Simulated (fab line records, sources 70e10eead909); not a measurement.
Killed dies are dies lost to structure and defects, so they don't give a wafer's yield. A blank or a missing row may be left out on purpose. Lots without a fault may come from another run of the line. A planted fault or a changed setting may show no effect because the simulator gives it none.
Which tool did it? | flow nand_harc | 14 lots, 42 wafers sampled, at 3 steps of a route of 1159

WHAT THE GAUGES READ, wafer by wafer
NHARC_A_M1_THK_MEAS_24: measures by xrf. Usual: thk_nm 154.6 nm, standard deviation 1.6.
lot  | measured     | on            | thk_nm (nm)       | flag
L692 | day 17 13:03 | film_metro-01 | 156.2 153.8 153.6 |
L693 | day 17 19:08 | film_metro-01 | 155.4 158.8 157.4 |
L697 | day 18 19:06 | film_metro-01 | 157.5 153.5 155.0 |
L696 | day 18 19:47 | film_metro-01 | 154.9 155.8 155.4 |
L698 | day 19 01:46 | film_metro-01 | 155.2 154.9 154.8 |
L699 | day 20 04:41 | film_metro-01 | 156.1 153.5 154.0 |
L700 | day 20 07:10 | film_metro-02 | 156.0 158.7 155.7 |
L708 | day 21 16:29 | film_metro-02 | 153.8 153.6 154.2 |
L709 | day 22 01:11 | film_metro-01 | 152.9 153.5 154.9 |
L712 | day 22 11:38 | film_metro-02 | 153.2 152.8 157.1 |
L710 | day 22 13:13 | film_metro-02 | 153.5 152.0 152.2 |
L714 | day 22 19:02 | film_metro-02 | 152.6 152.7 152.4 |
L713 | day 22 22:33 | film_metro-01 | 155.4 150.8 152.6 |
L711 | day 22 22:50 | film_metro-02 | 153.7 153.8 153.7 |

NHARC_A_BONDPAD_OVL_MEAS_35. Usual: overlay_x_nm 0 nm, standard deviation 5.6; overlay_y_nm 1 nm, standard deviation 5.6.
lot  | measured     | on         | overlay_x_nm (nm) | overlay_y_nm (nm) | flag
L692 | day 17 15:13 | overlay-01 | -1 -1 -1          | -1 -2 -1          |
L693 | day 17 21:18 | overlay-02 | 1 1 1             | 5 5 5             |
L697 | day 18 21:16 | overlay-01 | 2 2 1             | 7 7 6             |
L696 | day 18 21:53 | overlay-01 | 2 2 2             | -7 -7 -6          |
L698 | day 19 03:57 | overlay-01 | 10 11 10          | 5 5 6             |
L699 | day 20 06:53 | overlay-02 | -3 -3 -3          | -2 -1 -1          |
L700 | day 20 09:13 | overlay-02 | 0 0 0             | -12 -11 -11       |
L708 | day 21 18:41 | overlay-02 | 7 7 6             | 0 -1 -1           |
L709 | day 22 03:20 | overlay-01 | 12 13 12          | -2 -2 -2          |
L712 | day 22 13:41 | overlay-01 | 0 0 0             | 5 6 6             |
L710 | day 22 15:16 | overlay-02 | 0 0 0             | -3 -2 -3          |
L714 | day 22 21:05 | overlay-01 | -6 -6 -6          | 0 -1 -1           |
L713 | day 23 00:38 | overlay-02 | -4 -4 -4          | 1 1 1             |
L711 | day 23 01:11 | overlay-01 | -5 -5 -4          | 9 9 9             |

WHICH TOOL RAN EACH LOT (tool, then ch and the chambers of the sampled wafers, then the start)
lot  | NHARC_A_BONDPAD_DEP_00
L692 | pecvd-04 ch 0,2, day 17 13:55
L693 | pecvd-02 ch 0,1,2, day 17 19:59
L697 | pecvd-04 ch 0,2, day 18 19:58
L696 | pecvd-04 ch 1,2, day 18 20:38
L698 | pecvd-03 ch 0,1, day 19 02:37
L699 | pecvd-02 ch 0,2, day 20 05:34
L700 | pecvd-03 ch 0,1,2, day 20 08:04
L708 | pecvd-02 ch 0,1, day 21 17:23
L709 | pecvd-03 ch 1,2, day 22 02:02
L712 | pecvd-04 ch 0,2, day 22 12:29
L710 | pecvd-03 ch 0,1, day 22 14:07
L714 | pecvd-03 ch 1,2, day 22 19:53
L713 | pecvd-03 ch 0,1,2, day 23 00:38 or earlier
L711 | pecvd-03 ch 0,1,2, day 22 23:59
- NHARC_A_BONDPAD_DEP_00: deposits SiCN, target thk 250 nm.

WHAT THE TOOLS THEMSELVES READ (means of the sampled wafers that have a number; where no wafer has one, the mark that the record gives instead)
NHARC_A_BONDPAD_DEP_00. Usual: chamber_pressure_Torr 3.000 Torr, standard deviation 0.0067; heater_power_w 576 W, standard deviation 81; showerhead_vpp_V 1316 V, standard deviation 84.
lot  | tool     | chamber_pressure_Torr (Torr) | heater_power_w (W) | showerhead_vpp_V (V) | flag
L692 | pecvd-04 | 3.000                        | 565                | 1353                 |
L693 | pecvd-02 | 3.006                        | 681                | 1372                 |
L697 | pecvd-04 | 3.004                        | 531                | 1352                 |
L696 | pecvd-04 | 3.001                        | 514                | 1320                 |
L698 | pecvd-03 | 2.995                        | 536                | 1199                 |
L699 | pecvd-02 | 3.000                        | 708                | 1407                 |
L700 | pecvd-03 | 3.002                        | 543                | 1241                 |
L708 | pecvd-02 | 3.000                        | 644                | 1332                 |
L709 | pecvd-03 | 2.998                        | 509                | 1178                 |
L712 | pecvd-04 | 3.000                        | 576                | 1340                 |
L710 | pecvd-03 | 3.001                        | 509                | 1198                 |
L714 | pecvd-03 | 2.996                        | 502                | 1219                 |
L713 | pecvd-03 | 2.998                        | 510                | 1256                 |
L711 | pecvd-03 | 2.992                        | 513                | 1241                 |

THE ANSWER, worked out from the rows above alone
Rule: a lot is off if the mean of its wafers that have a number lies more than 3 standard deviations from the usual mean. A lot without any number at a reading at which 4 lots or more have one is off too. The other lots that the step has rows for count as sound. The gauges are gone through in route order, then the tools' own readings, and for those a lot's mean is taken as printed above. The first step at which some lot is off is used, and at that step the reading that is off furthest; a lot without a number counts as furthest.
No lot is off at any reading shown: from this, nothing can be told.

WHAT THE SIMULATOR HAD PUT IN
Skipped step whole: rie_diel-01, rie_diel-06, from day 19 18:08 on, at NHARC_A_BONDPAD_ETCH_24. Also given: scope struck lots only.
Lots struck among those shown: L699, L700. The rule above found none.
